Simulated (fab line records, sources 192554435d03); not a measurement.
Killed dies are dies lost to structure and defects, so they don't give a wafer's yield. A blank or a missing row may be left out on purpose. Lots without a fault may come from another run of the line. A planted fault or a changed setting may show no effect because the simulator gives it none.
Split-lot experiment | flow n5_finfet | 7 lots, 21 wafers read, on a route of 1938 steps

THE SPLIT
At N5_GATE_CUT_COAT_27 (time 60 s, resist thk 10 nm), the setting spin_rpm was moved away from the recipe's 1500 rpm on 6 of the 21 wafers read, by -10.7% to +10.9%. The other wafers ran this setting at the recipe's value.

FROM THE SPLIT TO THE READING: what the file shows between them, 1 step
- N5_GATE_CUT_DESCUM_18: chemistry O2, time 7 s (also split here: time_s)

THE READING
etch.depth_nm (the simulator's own value, which no gauge read), in nm, at N5_GATE_CUT_ETCH_28 (etches underlayer in N2/H2, target depth 13 nm, time 10.4 s). The file gives no usual value for it. The 15 wafers here that ran the recipe average 10.001 nm, standard deviation 0.028 nm.

wafer  | tool, chamber at the split | spin_rpm as run, rpm | against the recipe | etch.depth_nm, nm | against lot-mates on the recipe
L082.1 | litho_track-03, 0          | 1500                 | recipe             | 10.03             | -
L082.4 | litho_track-03, 0          | 1500                 | recipe             | 10.03             | -
L082.5 | litho_track-03, 0          | 1500                 | recipe             | 10.01             | -
L083.1 | litho_track-02, 0          | 1553                 | +3.5%              | 9.77              | -0.230
L083.3 | litho_track-02, 0          | 1553                 | +3.5%              | 9.787             | -0.213
L083.4 | litho_track-02, 0          | 1500                 | recipe             | 10                | -
L084.1 | litho_track-04, 0          | 1500                 | recipe             | 9.981             | -
L084.2 | litho_track-04, 0          | 1500                 | recipe             | 9.999             | -
L084.6 | litho_track-04, 0          | 1500                 | recipe             | 10.01             | -
L085.1 | litho_track-03, 0          | 1500                 | recipe             | 10.05             | -
L085.2 | litho_track-03, 0          | 1390                 | -7.3%              | 10.4              | +0.355
L085.4 | litho_track-03, 0          | 1500                 | recipe             | 10.04             | -
L087.1 | litho_track-03, 0          | 1500                 | recipe             | 9.972             | -
L087.2 | litho_track-03, 0          | 1500                 | recipe             | 9.994             | -
L087.5 | litho_track-03, 0          | 1663                 | +10.9%             | 9.492             | -0.491
L095.1 | litho_track-02, 0          | 1500                 | recipe             | 9.96              | -
L095.3 | litho_track-02, 0          | 1500                 | recipe             | 9.979             | -
L095.6 | litho_track-02, 0          | 1500                 | recipe             | 10.01             | -
L097.1 | litho_track-03, 0          | 1500                 | recipe             | 9.952             | -
L097.2 | litho_track-03, 0          | 1340                 | -10.7%             | 10.55             | +0.598
L097.4 | litho_track-03, 0          | 1340                 | -10.7%             | 10.58             | +0.628

THE FIT
A straight line over all 21 wafers: etch.depth_nm changes by -0.052 nm for each +1% of spin_rpm; r = -0.99; the points scatter about the line by 0.032 nm.
The same after taking each lot's own level away (the mean of its wafers on the recipe; 21 wafers): -0.0531 nm for each +1%; r = -0.99; scatter 0.031 nm.
On that fit, the largest move of spin_rpm shifts the reading by 0.58 nm.
The lots' own levels span 9.9520 to 10.0450 nm, that is 3.3 times the standard deviation above.
So the lot-to-lot level changes the slope little: the two slopes agree.
Check: with one of the wafers moved furthest among these (+10.9%) left out of the fit, the line predicts -0.619 nm for it against its lot-mates. It came out at -0.491 nm against them.

OTHER SPLITS ON THESE WAFERS
These wafers also went through other splits before the reading. Each is held against what the fit with the lots' levels taken away leaves over:
other split on the same wafers | wafers away from the commonest value | r with etch.depth_nm (lot level and that fit taken away)
N5_HKMG_FIN_ETCH_58 source_w   | 5                                    | -0.29
N5_HKMG_FIN_CVD_62 temp_c      | 3                                    | -0.02
N5_GATE_CUT_DESCUM_18 time_s   | 5                                    | +0.33

THE WHOLE CHAIN: every reading that the file lists as answering this split, in the file's order
step                | what it does                                                | reading                                                                                | change (the file's fit)                | r (the file's)
N5_GATE_CUT_COAT_27 | time 60 s, resist thk 10 nm                                 | underlayer_of_GATE_CUT_COAT_27.thk_nm (the simulator's own value, which no gauge read) | -0.0555 nm for each +1% of the setting | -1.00
N5_GATE_CUT_ETCH_28 | etches underlayer in N2/H2, target depth 13 nm, time 10.4 s | etch.depth_nm (the simulator's own value, which no gauge read)                         | -0.0512 nm for each +1% of the setting | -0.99

THE FILE'S OWN FIT
etch.depth_nm changes by -0.0512 nm for each +1% of spin_rpm, r = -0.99.
